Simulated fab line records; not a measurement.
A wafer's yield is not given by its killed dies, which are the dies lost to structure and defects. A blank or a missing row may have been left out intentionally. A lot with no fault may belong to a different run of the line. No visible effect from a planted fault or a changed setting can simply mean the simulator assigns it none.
Tool commonality check ; flow nand_harc ; Lots sampled 13, wafers sampled 39

REASON IT WAS OPENED
Flagged at NHARC_A_ONON_D2_THK_MEAS_30: reading thk_nm, on 2 of 13 lots. No-fault wafers: 1002 nm, standard deviation 10.
Rule: a lot is flagged in two cases, either no wafer of it has a number, or all its wafers with numbers fall more than 4 standard deviations from that mean. The other lots count as sound.

lot;measured;on;thk_nm (nm), wafer by wafer;flag
L544;day 12 22:55;film_metro-02;1004 1006 1005;
L545;day 13 11:37;film_metro-01;992 992 994;
L546;day 13 21:11;film_metro-01;987 985 986;
L547;day 14 05:46;film_metro-02;984 984 983;
L548;day 14 21:49;film_metro-01;1011 1013 1011;
L550;day 15 12:51;film_metro-01;1021 1024 1023;
L557;day 18 03:44;film_metro-01;642 643 641;FLAGGED
L560;day 19 17:55;film_metro-01;623 624 622;FLAGGED
L562;day 20 11:50;film_metro-02;998 995 995;
L563;day 20 21:50;film_metro-02;1006 1007 1007;
L564;day 22 04:37;film_metro-02;986 987 986;
L566;day 22 12:34;film_metro-02;992 992 991;
L567;day 23 03:38;film_metro-01;1011 1012 1011;
Average over the flagged lots: 632 nm; offset from the usual -370 nm, equal to -37 standard deviations.

WHICH TOOL EACH LOT WENT THROUGH
The record holds 3 process steps before the reading, out of a route of 1302 steps. In each cell: the tool, then ch and the chambers that the sampled wafers went through, then the start.
lot;flag;NHARC_A_DECK1_JOINT_CMP_13;NHARC_A_DECK1_JOINT_ETCHBACK_00;NHARC_A_ONON_D2_DEP_28
L544;;cmp-02 ch 1,2, day 11 08:32;rie_si-05 ch 1,2, day 11 08:55;pecvd_onon-04 ch 0, day 12 22:29
L545;;cmp-02 ch 2,3, day 11 22:06;rie_si-05 ch 1,2, day 11 22:29;pecvd_onon-04 ch 0, day 13 11:09
L546;;cmp-03 ch 0,1,3, day 12 05:37;rie_si-02 ch 0,1,3, day 12 06:00;pecvd_onon-01 ch 0, day 13 20:41
L547;;cmp-03 ch 0,1,3, day 12 10:47;rie_si-02 ch 0,3, day 12 11:09;pecvd_onon-02 ch 0, day 14 05:18
L548;;cmp-04 ch 1,3, day 13 02:41;rie_si-03 ch 1,2,3, day 13 03:06;pecvd_onon-02 ch 0, day 14 21:21
L550;;cmp-03 ch 0,1,3, day 13 21:26;rie_si-02 ch 0,2,3, day 13 21:49;pecvd_onon-01 ch 0, day 15 12:28
L557;FLAGGED;cmp-03 ch 0,1, day 16 07:42;rie_si-03 ch 2,3, day 16 08:05;pecvd_onon-01 ch 0, day 18 03:20
L560;FLAGGED;cmp-03 ch 1,3, day 18 01:28;rie_si-02 ch 0,2,3, day 18 01:50;pecvd_onon-01 ch 0, day 19 17:25
L562;;cmp-03 ch 2,3, day 18 23:03;rie_si-02 ch 0,2, day 18 23:26;pecvd_onon-04 ch 0, day 20 11:20
L563;;cmp-02 ch 0,1,2, day 19 06:19;rie_si-05 ch 0,2,3, day 19 06:40;pecvd_onon-04 ch 0, day 20 21:23
L564;;cmp-02 ch 0,2,3, day 20 02:30;rie_si-03 ch 0,3, day 20 02:52;pecvd_onon-01 ch 0, day 22 04:07
L566;;cmp-04 ch 0,2,3, day 20 16:17;rie_si-05 ch 0,2,3, day 20 16:41;pecvd_onon-01 ch 0, day 22 12:04
L567;;cmp-03 ch 0,1,3, day 21 05:05;rie_si-02 ch 1,2,3, day 21 05:25;pecvd_onon-04 ch 0, day 23 03:11
What the steps here do:
- NHARC_A_DECK1_JOINT_CMP_13: polishes, target thk 51.023 nm.
- NHARC_A_DECK1_JOINT_ETCHBACK_00: etches the open film in HBr, target depth 30 nm, time 17.4 s.
- NHARC_A_ONON_D2_DEP_28: target thk 1000 nm.
- NHARC_A_ONON_D2_THK_MEAS_30: measures by ellipsometry.

FLAGGED AGAINST TOTAL, ONE TOOL AT A TIME (gauges that did the reading follow at the end)
step;tool;lots run;flagged;share of the flagged lots;sound lots run after its first flagged lot
NHARC_A_DECK1_JOINT_CMP_13;cmp-02;4;0;none;-
NHARC_A_DECK1_JOINT_CMP_13;cmp-03;7;2;all;2 (L562,L567)
NHARC_A_DECK1_JOINT_CMP_13;cmp-04;2;0;none;-
NHARC_A_DECK1_JOINT_ETCHBACK_00;rie_si-02;6;1;some;2 (L562,L567)
NHARC_A_DECK1_JOINT_ETCHBACK_00;rie_si-03;3;1;some;1 (L564)
NHARC_A_DECK1_JOINT_ETCHBACK_00;rie_si-05;4;0;none;-
NHARC_A_ONON_D2_DEP_28;pecvd_onon-01;6;2;all;2 (L564,L566)
NHARC_A_ONON_D2_DEP_28;pecvd_onon-02;2;0;none;-
NHARC_A_ONON_D2_DEP_28;pecvd_onon-04;5;0;none;-
NHARC_A_ONON_D2_THK_MEAS_30;film_metro-01;7;2;all;1 (L567)
NHARC_A_ONON_D2_THK_MEAS_30;film_metro-02;6;0;none;-

WHAT THE TABLE PERMITS
In the table, 3 rows ran each flagged lot (cmp-03 at NHARC_A_DECK1_JOINT_CMP_13; pecvd_onon-01 at NHARC_A_ONON_D2_DEP_28; film_metro-01 at NHARC_A_ONON_D2_THK_MEAS_30).
- cmp-03 at NHARC_A_DECK1_JOINT_CMP_13: 2 of its 7 lots flagged. Sound lots ran on it after the first flagged one (L562, L567), which a lasting fault on the whole tool wouldn't allow.
- pecvd_onon-01 at NHARC_A_ONON_D2_DEP_28: 2 of its 6 lots flagged. Sound lots ran on it after the first flagged one (L564, L566), which a lasting fault on the whole tool wouldn't allow.
- film_metro-01 at NHARC_A_ONON_D2_THK_MEAS_30: 2 of its 7 lots flagged. Sound lots ran on it after the first flagged one (L567), which a lasting fault on the whole tool wouldn't allow.
Every row of the table either missed a flagged lot or ran a sound lot after the first.

WHAT THE SIMULATOR HAD INSERTED
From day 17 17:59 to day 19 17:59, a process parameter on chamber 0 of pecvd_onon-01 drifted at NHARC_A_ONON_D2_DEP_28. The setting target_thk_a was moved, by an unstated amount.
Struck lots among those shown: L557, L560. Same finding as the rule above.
